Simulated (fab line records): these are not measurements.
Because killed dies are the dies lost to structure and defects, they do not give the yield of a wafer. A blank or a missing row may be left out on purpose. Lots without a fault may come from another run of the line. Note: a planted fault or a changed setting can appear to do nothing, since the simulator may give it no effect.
Split-lot trial -- flow n5-finfet -- route with 1938 steps; 7 lots, 21 wafers read

SPLIT DETAILS
At N5_BEOL_M15_ETCH_61 (etches BARC in N2/H2, target depth 89 nm, overetch 26.7 nm, time 67.9 s), the setting time-s was moved away from the recipe's 67.9 s on 8 of the 21 wafers read, by -19.0% to +20.7%. For the rest of the wafers, this setting stayed at what the recipe calls for.

Reading taken at the split's own step.

THE READING
coat_of_BEOL_M15_COAT_22.thk-nm (the simulator's own value, which no gauge read), in nm, at N5_BEOL_M15_ETCH_61 (etches BARC in N2/H2, target depth 89 nm, overetch 26.7 nm, time 67.9 s). No usual value for it is given in the file. Here, 13 wafers ran the recipe; their average is 719.3 nm with a standard deviation of 1.8 nm.

wafer,"tool, chamber at the split","time-s as run, s",against the recipe,"coat_of_BEOL_M15_COAT_22.thk-nm, nm",against lot-mates on the recipe
L080.1,"rie-diel-01, 0",59.24,-12.8%,725,+10.0
L080.2,"rie-diel-01, 1",67.9,recipe,715,-
L080.3,"rie-diel-01, 3",59.24,-12.8%,724.8,+9.8
L081.2,"rie-diel-04, 1",81.98,+20.7%,704,no lot-mate on the recipe
L081.5,"rie-diel-04, 3",81.98,+20.7%,705.8,no lot-mate on the recipe
L081.6,"rie-diel-04, 2",81.98,+20.7%,701.2,no lot-mate on the recipe
L084.1,"rie-diel-05, 1,3",67.9,recipe,720.8,-
L084.4,"rie-diel-05, 1,3",67.9,recipe,720.8,-
L084.6,"rie-diel-05, 0",54.97,-19.0%,731.2,+10.4
L083.4,"rie-diel-05, 0",67.9,recipe,717.4,-
L083.5,"rie-diel-05, 1",67.9,recipe,720.8,-
L083.6,"rie-diel-05, 2",67.9,recipe,718.8,-
L086.1,"rie-diel-05, 3",67.9,recipe,721.6,-
L086.3,"rie-diel-05, 1",67.9,recipe,720.2,-
L086.5,"rie-diel-05, 2",63.84,-6.0%,721,+0.1
L093.2,"rie-diel-04, 0",67.9,recipe,719.6,-
L093.3,"rie-diel-04, 2",79.06,+16.4%,707.6,-11.8
L093.5,"rie-diel-04, 1",67.9,recipe,719.2,-
L095.3,"rie-diel-01, 3",67.9,recipe,717.4,-
L095.4,"rie-diel-01, 0",67.9,recipe,718.8,-
L095.6,"rie-diel-01, 1",67.9,recipe,720.8,-
Rows listing several chambers each stand for several wafers; the file does not say which wafer went through which chamber.

THE FIT
A straight line over all 21 wafers: coat_of_BEOL_M15_COAT_22.thk-nm changes by -0.668 nm for each +1% of time-s; r = -0.96; the points scatter about the line by 2 nm.
The same after taking each lot's own level away (the mean of its wafers on the recipe; 18 wafers): -0.657 nm for each +1%; r = -0.96; scatter 1.5 nm.
On that fit, the largest move of time-s shifts the reading by 14 nm.
Measured against the standard deviation above, the lots' own levels, which go from 715.00 to 720.90 nm, span 3.3 times it.
So the lot-to-lot level changes the slope little: the two slopes agree.
Check: with one of the wafers moved furthest among these (-19.0%) left out of the fit, the line predicts +13.4 nm for it against its lot-mates. Against them it came out at +10.4 nm.

THESE WAFERS: OTHER SPLITS
Note: prior to the reading, these wafers also went through further splits. Each is held against what the fit with the lots' levels taken away leaves over:
other split on the same wafers,wafers away from the commonest value,r with coat_of_BEOL_M15_COAT_22.thk-nm (lot level and that fit taken away)
N5_BEOL_M12_STRIP_63 h2-flow-sccm,5,-0.27
N5_BEOL_M12_ETCH_68 time-s,7,+0.15
N5_BEOL_M12_SPUTTER_44 time-s,4,-0.27
N5_BEOL_M13_SPUTTER_44 power-w,8,+0.18
N5_BEOL_M14_DEP_53 time-s,7,+0.35
N5_BEOL_M15_ILD_DEP_00 temp-c,8,-0.10

FILE'S OWN FIT
coat_of_BEOL_M15_COAT_22.thk-nm changes by -0.624 nm for each +1% of time-s, r = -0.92.
